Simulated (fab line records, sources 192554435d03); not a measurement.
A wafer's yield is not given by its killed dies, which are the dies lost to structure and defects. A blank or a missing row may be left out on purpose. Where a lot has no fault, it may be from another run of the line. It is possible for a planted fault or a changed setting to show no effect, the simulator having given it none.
Matching of chambers -- flow n5-finfet -- uv-cure-01 running N5_BEOL_M9_CURE_72: 3 sister chambers
The step cures SiCOH lowk, time 120 s. 6 wafers are shown with their chamber, then 11 later ones without.

## WAFERS, EACH WITH ITS CHAMBER
wafer,chamber,wafer_temp_C_max,lamp-power-pct (%)
L078.6,2,372.0,52.37
L086.2,0,371.3,52.26
L086.3,0,371.7,52.26
L090.5,1,372.7,52.36
L090.6,1,372.0,52.43
L091.2,2,371.5,52.31

## WAFERS MISSING THEIR CHAMBER
wafer,wafer_temp_C_max,lamp-power-pct (%)
L091.4,372.2,52.27
L091.5,372.3,52.24
L095.3,372.4,52.24
L095.4,372.3,52.29
L095.5,371.9,52.36
L094.2,371.0,52.33
L094.3,371.0,52.20
L094.5,371.5,52.36
L097.1,371.4,52.30
L097.2,371.5,52.32
L097.3,371.9,52.36

## EACH ONE'S CHAMBER
wafer,from the rows above,in truth
L091.4,can't be placed: 0 or 2 or 1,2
L091.5,can't be placed: 0 or 2 or 1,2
L095.3,can't be placed: 0 or 2 or 1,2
L095.4,can't be placed: 2 or 0 or 1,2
L095.5,can't be placed: 2 or 1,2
L094.2,can't be placed: 2 or 0 or 1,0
L094.3,0,0
L094.5,can't be placed: 2 or 1 or 0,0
L097.1,can't be placed: 0 or 2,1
L097.2,can't be placed: 2 or 0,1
L097.3,can't be placed: 2 or 1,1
1 of 11 placed correctly. From these rows, 10 cannot be placed; in 8 the true chamber is one of the candidates. Placed wrongly: 0.
How it was worked out, from the rows above alone: a wafer's distance from a chamber is the root of the sum, over the readings, of the square of ((its reading less the chamber's mean) divided by the reading's scatter). The wafer belongs to the nearest chamber; if the next one is less than 2 further off, it can't be placed. For every chamber, the mean is computed from those of its wafers that are shown. How the scatter is found: for the shown wafers, subtract from each reading the mean of its chamber, square and add these, divide the total by (wafers less chambers), then take the root.
